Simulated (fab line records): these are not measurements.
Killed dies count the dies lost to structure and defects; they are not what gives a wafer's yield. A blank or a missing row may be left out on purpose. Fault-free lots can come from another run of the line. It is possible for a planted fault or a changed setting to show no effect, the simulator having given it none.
Chamber matching	flow n5-finfet	N5_ZERO_LAYER_DESCUM_16 on rie-diel-05 has 4 sister chambers
The step chemistry O2, time 7.9 s. 22 wafers are shown with their chamber, then 11 later ones without.

== EACH WAFER AND ITS CHAMBER ==
wafer	chamber	throttle-valve-pct (%)	showerhead-plenum-p-Torr (Torr)	drypump-motor-current-A (A)
L074.1	0	20.62	2.03	5.82
L074.2	1	19.91	2.09	5.72
L074.3	2	20.14	2.13	5.58
L075.2	0	20.62	2.03	5.84
L075.3	2	20.12	2.13	5.60
L075.6	2	20.16	2.13	5.58
L076.2	2	20.14	2.13	5.61
L076.5	3	20.85	1.98	6.13
L076.6	0	20.65	2.03	5.84
L077.1	2	20.14	2.13	5.59
L077.2	0	20.64	2.03	5.84
L077.5	2	20.15	2.13	5.58
L079.1	3	20.85	1.97	6.14
L079.2	1	19.94	2.09	5.74
L079.4	0	20.63	2.03	5.86
L083.3	2	20.16	2.13	5.61
L083.4	2	20.16	2.13	5.57
L083.5	1	19.94	2.09	5.70
L084.1	0	20.64	2.02	5.84
L084.2	1	19.96	2.08	5.71
L084.4	3	20.87	1.97	6.11
L088.2	1	19.96	2.08	5.73

SIGNATURES (means of the wafers above)
reading	chamber 0	chamber 1	chamber 2	chamber 3	scatter within a chamber
throttle-valve-pct	20.6333	19.9420	20.1463	20.8567	0.015
showerhead-plenum-p-Torr	2.0283	2.0860	2.1300	1.9733	0.00387
drypump-motor-current-A	5.8400	5.7200	5.5900	6.1267	0.0147
Rule: a wafer lies at a distance from a chamber equal to the root of the sum of squares, over the readings, of (its reading less the chamber's mean, divided by the reading's scatter). The wafer belongs to the nearest chamber; if the next one is less than 2 further off, it can't be placed. The scatter: take each reading less its chamber's mean, square it, sum over the shown wafers, divide by the number of wafers less the number of chambers, and take the root.

== WAFERS WITHOUT THEIR CHAMBER ==
wafer	throttle-valve-pct (%)	showerhead-plenum-p-Torr (Torr)	drypump-motor-current-A (A)
L088.4	20.89	1.97	6.11
L088.6	20.65	2.02	5.85
L090.4	19.96	2.08	5.75
L090.5	20.20	2.12	5.57
L090.6	19.96	2.08	5.74
L096.1	20.68	2.02	5.84
L096.2	19.96	2.08	5.76
L096.3	20.21	2.12	5.58
L097.3	20.68	2.02	5.84
L097.4	20.68	2.02	5.86
L097.6	19.97	2.08	5.72

== WHICH CHAMBER EACH WENT THROUGH ==
wafer	from the rows above	in truth
L088.4	3	3
L088.6	0	0
L090.4	1	1
L090.5	2	2
L090.6	1	1
L096.1	0	0
L096.2	1	1
L096.3	2	2
L097.3	0	0
L097.4	0	0
L097.6	1	1
Correctly placed: 11 of 11. Not placeable from these rows: 0. Number placed wrongly: 0.
